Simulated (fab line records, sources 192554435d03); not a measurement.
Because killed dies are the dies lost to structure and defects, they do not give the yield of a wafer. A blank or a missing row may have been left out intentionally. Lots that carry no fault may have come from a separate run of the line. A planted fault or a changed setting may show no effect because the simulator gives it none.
Matching of chambers / flow n5_finfet / N5_BEOL_M8_ETCH_66 on rie_diel-04: 4 sister chambers
The step etches SOC in N2/H2, target depth 80 nm, overetch 16 nm, time 120 s. 24 wafers are shown with their chamber, then 12 later ones without.

WAFERS PAIRED WITH THEIR CHAMBERS
wafer=L074.1; chamber=2; drypump_motor_current_A (A)=4.8; showerhead_plenum_p_Torr (Torr)=2.47; throttle_valve_pct (%)=17.57
wafer=L074.2; chamber=0; drypump_motor_current_A (A)=5.9; showerhead_plenum_p_Torr (Torr)=2.42; throttle_valve_pct (%)=18.01
wafer=L074.3; chamber=1; drypump_motor_current_A (A)=5.3; showerhead_plenum_p_Torr (Torr)=2.60; throttle_valve_pct (%)=17.95
wafer=L079.3; chamber=3; drypump_motor_current_A (A)=5.6; showerhead_plenum_p_Torr (Torr)=2.42; throttle_valve_pct (%)=17.85
wafer=L079.4; chamber=1; drypump_motor_current_A (A)=5.3; showerhead_plenum_p_Torr (Torr)=2.60; throttle_valve_pct (%)=17.96
wafer=L079.6; chamber=1; drypump_motor_current_A (A)=5.3; showerhead_plenum_p_Torr (Torr)=2.60; throttle_valve_pct (%)=17.97
wafer=L081.1; chamber=3; drypump_motor_current_A (A)=5.6; showerhead_plenum_p_Torr (Torr)=2.41; throttle_valve_pct (%)=17.85
wafer=L081.2; chamber=1; drypump_motor_current_A (A)=5.3; showerhead_plenum_p_Torr (Torr)=2.60; throttle_valve_pct (%)=17.98
wafer=L081.3; chamber=2; drypump_motor_current_A (A)=4.8; showerhead_plenum_p_Torr (Torr)=2.47; throttle_valve_pct (%)=17.59
wafer=L081.4; chamber=0; drypump_motor_current_A (A)=5.9; showerhead_plenum_p_Torr (Torr)=2.42; throttle_valve_pct (%)=18.02
wafer=L081.5; chamber=1; drypump_motor_current_A (A)=5.3; showerhead_plenum_p_Torr (Torr)=2.60; throttle_valve_pct (%)=17.98
wafer=L081.6; chamber=2; drypump_motor_current_A (A)=4.8; showerhead_plenum_p_Torr (Torr)=2.47; throttle_valve_pct (%)=17.58
wafer=L085.2; chamber=0; drypump_motor_current_A (A)=5.9; showerhead_plenum_p_Torr (Torr)=2.41; throttle_valve_pct (%)=18.05
wafer=L085.4; chamber=0; drypump_motor_current_A (A)=5.9; showerhead_plenum_p_Torr (Torr)=2.41; throttle_valve_pct (%)=18.04
wafer=L085.6; chamber=3; drypump_motor_current_A (A)=5.6; showerhead_plenum_p_Torr (Torr)=2.41; throttle_valve_pct (%)=17.88
wafer=L086.1; chamber=3; drypump_motor_current_A (A)=5.7; showerhead_plenum_p_Torr (Torr)=2.41; throttle_valve_pct (%)=17.88
wafer=L086.2; chamber=2; drypump_motor_current_A (A)=4.8; showerhead_plenum_p_Torr (Torr)=2.46; throttle_valve_pct (%)=17.62
wafer=L086.4; chamber=0; drypump_motor_current_A (A)=5.8; showerhead_plenum_p_Torr (Torr)=2.41; throttle_valve_pct (%)=18.06
wafer=L084.1; chamber=2; drypump_motor_current_A (A)=4.8; showerhead_plenum_p_Torr (Torr)=2.46; throttle_valve_pct (%)=17.64
wafer=L084.5; chamber=3; drypump_motor_current_A (A)=5.7; showerhead_plenum_p_Torr (Torr)=2.41; throttle_valve_pct (%)=17.87
wafer=L084.6; chamber=2; drypump_motor_current_A (A)=4.8; showerhead_plenum_p_Torr (Torr)=2.46; throttle_valve_pct (%)=17.61
wafer=L088.2; chamber=1; drypump_motor_current_A (A)=5.3; showerhead_plenum_p_Torr (Torr)=2.59; throttle_valve_pct (%)=17.99
wafer=L088.5; chamber=1; drypump_motor_current_A (A)=5.3; showerhead_plenum_p_Torr (Torr)=2.59; throttle_valve_pct (%)=17.99
wafer=L088.6; chamber=0; drypump_motor_current_A (A)=5.9; showerhead_plenum_p_Torr (Torr)=2.41; throttle_valve_pct (%)=18.06

SIGNATURES (means of the wafers above)
reading=drypump_motor_current_A; chamber 0=5.883; chamber 1=5.300; chamber 2=4.800; chamber 3=5.640; scatter within a chamber=0.0319
reading=showerhead_plenum_p_Torr; chamber 0=2.4133; chamber 1=2.5971; chamber 2=2.4650; chamber 3=2.4120; scatter within a chamber=0.00503
reading=throttle_valve_pct; chamber 0=18.0400; chamber 1=17.9743; chamber 2=17.6017; chamber 3=17.8660; scatter within a chamber=0.02
Rule: a wafer lies at a distance from a chamber equal to the root of the sum of squares, over the readings, of (its reading less the chamber's mean, divided by the reading's scatter). The wafer belongs to the nearest chamber; if the next one is less than 2 further off, it can't be placed. The scatter: take each reading less its chamber's mean, square it, sum over the shown wafers, divide by the number of wafers less the number of chambers, and take the root.

WAFERS WITHOUT THEIR CHAMBER
wafer=L091.1; drypump_motor_current_A (A)=5.9; showerhead_plenum_p_Torr (Torr)=2.41; throttle_valve_pct (%)=18.06
wafer=L091.3; drypump_motor_current_A (A)=4.8; showerhead_plenum_p_Torr (Torr)=2.45; throttle_valve_pct (%)=17.63
wafer=L091.4; drypump_motor_current_A (A)=4.8; showerhead_plenum_p_Torr (Torr)=2.45; throttle_valve_pct (%)=17.63
wafer=L094.1; drypump_motor_current_A (A)=4.8; showerhead_plenum_p_Torr (Torr)=2.45; throttle_valve_pct (%)=17.64
wafer=L094.2; drypump_motor_current_A (A)=5.7; showerhead_plenum_p_Torr (Torr)=2.40; throttle_valve_pct (%)=17.92
wafer=L094.3; drypump_motor_current_A (A)=5.9; showerhead_plenum_p_Torr (Torr)=2.40; throttle_valve_pct (%)=18.08
wafer=L094.4; drypump_motor_current_A (A)=5.3; showerhead_plenum_p_Torr (Torr)=2.59; throttle_valve_pct (%)=17.63
wafer=L094.5; drypump_motor_current_A (A)=5.6; showerhead_plenum_p_Torr (Torr)=2.40; throttle_valve_pct (%)=17.92
wafer=L094.6; drypump_motor_current_A (A)=5.9; showerhead_plenum_p_Torr (Torr)=2.40; throttle_valve_pct (%)=18.06
wafer=L097.4; drypump_motor_current_A (A)=5.6; showerhead_plenum_p_Torr (Torr)=2.40; throttle_valve_pct (%)=17.93
wafer=L097.5; drypump_motor_current_A (A)=4.8; showerhead_plenum_p_Torr (Torr)=2.45; throttle_valve_pct (%)=17.67
wafer=L097.6; drypump_motor_current_A (A)=5.3; showerhead_plenum_p_Torr (Torr)=2.58; throttle_valve_pct (%)=17.66

EACH ONE'S CHAMBER
wafer=L091.1; from the rows above=0; in truth=0
wafer=L091.3; from the rows above=2; in truth=2
wafer=L091.4; from the rows above=2; in truth=2
wafer=L094.1; from the rows above=2; in truth=2
wafer=L094.2; from the rows above=3; in truth=3
wafer=L094.3; from the rows above=0; in truth=0
wafer=L094.4; from the rows above=1; in truth=1
wafer=L094.5; from the rows above=3; in truth=3
wafer=L094.6; from the rows above=0; in truth=0
wafer=L097.4; from the rows above=3; in truth=3
wafer=L097.5; from the rows above=2; in truth=2
wafer=L097.6; from the rows above=1; in truth=1
Correctly placed: 12 of 12. Left unplaced by these rows: 0. Wrongly placed: 0.
